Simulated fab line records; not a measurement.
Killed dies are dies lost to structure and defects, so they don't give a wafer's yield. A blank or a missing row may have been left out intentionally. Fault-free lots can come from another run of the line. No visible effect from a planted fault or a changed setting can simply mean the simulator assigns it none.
Chamber matching :: flow n5 finfet :: pecvd-02 running N5_BEOL_M2_ILD_DEP_00: 3 sister chambers
The step deposits SiOC from DEMS/O2, target thk 79 nm, time 15.3 s. 3 wafers are shown with their chamber, then 7 later ones without.

== WAFERS WITH THEIR CHAMBER ==
wafer: L525.2
chamber: 1
throttle valve pct (%): 11.7

wafer: L535.2
chamber: 2
throttle valve pct (%): 11.5

wafer: L537.1
chamber: 0
throttle valve pct (%): 12.4

== WAFERS WITHOUT THEIR CHAMBER ==
wafer: L537.3
throttle valve pct (%): 11.7

wafer: L538.1
throttle valve pct (%): 11.5

wafer: L538.2
throttle valve pct (%): 12.5

wafer: L538.3
throttle valve pct (%): 11.4

wafer: L539.2
throttle valve pct (%): 12.5

wafer: L539.4
throttle valve pct (%): 11.3

wafer: L539.6
throttle valve pct (%): 12.6

== CHAMBER TAKEN BY EACH ==
wafer: L537.3
from the rows above: can't be placed: 1 or 2
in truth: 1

wafer: L538.1
from the rows above: can't be placed: 2 or 1
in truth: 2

wafer: L538.2
from the rows above: 0
in truth: 0

wafer: L538.3
from the rows above: can't be placed: 2 or 1
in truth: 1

wafer: L539.2
from the rows above: 0
in truth: 0

wafer: L539.4
from the rows above: can't be placed: 2 or 1
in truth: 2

wafer: L539.6
from the rows above: 0
in truth: 0
Correctly placed: 3 of 7. These rows do not allow placing 4 (true chamber among the candidates in 4). Placed wrongly: 0.
How it was worked out, from the rows above alone: a wafer's distance from a chamber is the root of the sum, over the readings, of the square of ((its reading less the chamber's mean) divided by the reading's scatter). The wafer belongs to the nearest chamber; if the next one is less than 2 further off, it can't be placed. The mean given for a chamber averages the wafers shown for that chamber. The scatter: with one shown wafer a chamber, the root of the mean of the squares of how far each hidden wafer lies from its nearest shown one.
